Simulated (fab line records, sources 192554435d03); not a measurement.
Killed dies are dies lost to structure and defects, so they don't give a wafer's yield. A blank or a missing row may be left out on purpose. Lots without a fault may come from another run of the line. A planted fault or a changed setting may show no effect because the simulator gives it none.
Which tool did it? | flow n5_finfet | 10 lots, 29 wafers sampled, at 5 steps of a route of 1938

WHAT THE GAUGES READ, wafer by wafer
N5_BEOL_M4_RC_MEAS_101.
lot  | measured     | on        | DIBL_N (mV/V)
L117 | day 7 20:04  | prober-02 | 37.4 35.6 36.4
L118 | day 8 01:37  | prober-01 | 37.5 36.0
L119 | day 8 07:10  | prober-01 | 34.1 36.9 33.7
L120 | day 8 18:49  | prober-02 | 34.2 36.3 33.9
L123 | day 9 12:30  | prober-01 | 36.7 35.7 34.9
L122 | day 9 12:39  | prober-02 | 38.0 36.7 37.5
L126 | day 10 04:10 | prober-02 | 35.8 37.9 38.2
L133 | day 12 03:53 | prober-02 | 34.5 35.9 35.9
L135 | day 12 22:20 | prober-02 | 37.0 38.7 38.2
L138 | day 13 06:37 | prober-02 | 31.8 32.8 35.6

WHICH TOOL RAN EACH LOT (tool, then ch and the chambers of the sampled wafers, then the start)
lot  | N5_BEOL_M2_VIA_ETCH_34             | N5_BEOL_M2_PRE_CLEAN_45      | N5_BEOL_M2_CVD_47                | N5_BEOL_M2_SPUTTER_81
L117 | rie_diel-06 ch 0,2, day 6 17:43    | pvd_sputter-01, day 6 18:16  | cvd_co-01 ch 0,1,2, day 6 18:57  | pvd_sputter-01, day 6 19:38
L118 | rie_diel-04 ch 3, day 6 23:47      | pvd_sputter-01, day 7 00:45  | cvd_co-01 ch 1,2, day 7 01:41    | pvd_sputter-03, day 7 02:23
L119 | rie_diel-06 ch 2,3, day 7 09:34    | pvd_sputter-01, day 7 10:17  | cvd_co-02 ch 0,1,2, day 7 11:03  | pvd_sputter-01, day 7 11:41
L120 | rie_diel-04 ch 0,2,3, day 7 14:46  | pvd_sputter-01, day 7 15:29  | cvd_co-01 ch 0,2, day 7 15:50    | pvd_sputter-01, day 7 16:31
L123 | rie_diel-03 ch 1,2,3, day 8 06:54  | pvd_sputter-02, day 8 07:56  | cvd_co-01 ch 1,2, day 8 08:44    | pvd_sputter-03, day 8 09:20
L122 | rie_diel-04 ch 0,1,2, day 8 07:04  | pvd_sputter-03, day 8 08:04  | cvd_co-01 ch 0,2, day 8 08:35    | pvd_sputter-01, day 8 09:16
L126 | rie_diel-04 ch 0,1, day 8 23:13    | pvd_sputter-02, day 8 23:58  | cvd_co-02 ch 0,1, day 9 00:35    | pvd_sputter-03, day 9 01:13
L133 | rie_diel-04 ch 1,2,3, day 10 19:20 | pvd_sputter-01, day 10 20:41 | cvd_co-01 ch 0,1,2, day 10 21:11 | pvd_sputter-03, day 10 21:49
L135 | rie_diel-06 ch 0,1,3, day 11 20:11 | pvd_sputter-01, day 11 21:04 | cvd_co-01 ch 1,2, day 11 21:29   | pvd_sputter-02, day 11 22:14
L138 | rie_diel-04 ch 2,3, day 12 07:42   | pvd_sputter-03, day 12 08:28 | cvd_co-02 ch 0,1, day 12 08:49   | pvd_sputter-01, day 12 09:26
- N5_BEOL_M2_VIA_ETCH_34: etches the open film in C4F6/O2, target depth 69.4 nm, time 65.9 s.
- N5_BEOL_M2_PRE_CLEAN_45: time 30 s.
- N5_BEOL_M2_CVD_47: deposits Co from CCTBA/H2, target thk 3 nm, time 223.8 s.
- N5_BEOL_M2_SPUTTER_81: material Cu, target thk 4.5 nm, time 8.29 s.

THE ANSWER, worked out from the rows above alone
Rule: what is usual is taken from the lots themselves. Put in order of their means at a reading, lots are off if they are a third of the lots or fewer, leave a main group of 4 or more, and stand apart from it by a gap of 3 or more times the standard deviation of the main group's means; of several such gaps the widest counts. A main group whose means are all the same, to the digits that the tables above print for the reading, isn't used. A lot without any number at a reading at which 4 lots or more have one is off too. The other lots that the step has rows for count as sound.
No lot is off at any reading shown: from this, nothing can be told.

WHAT THE SIMULATOR HAD PUT IN
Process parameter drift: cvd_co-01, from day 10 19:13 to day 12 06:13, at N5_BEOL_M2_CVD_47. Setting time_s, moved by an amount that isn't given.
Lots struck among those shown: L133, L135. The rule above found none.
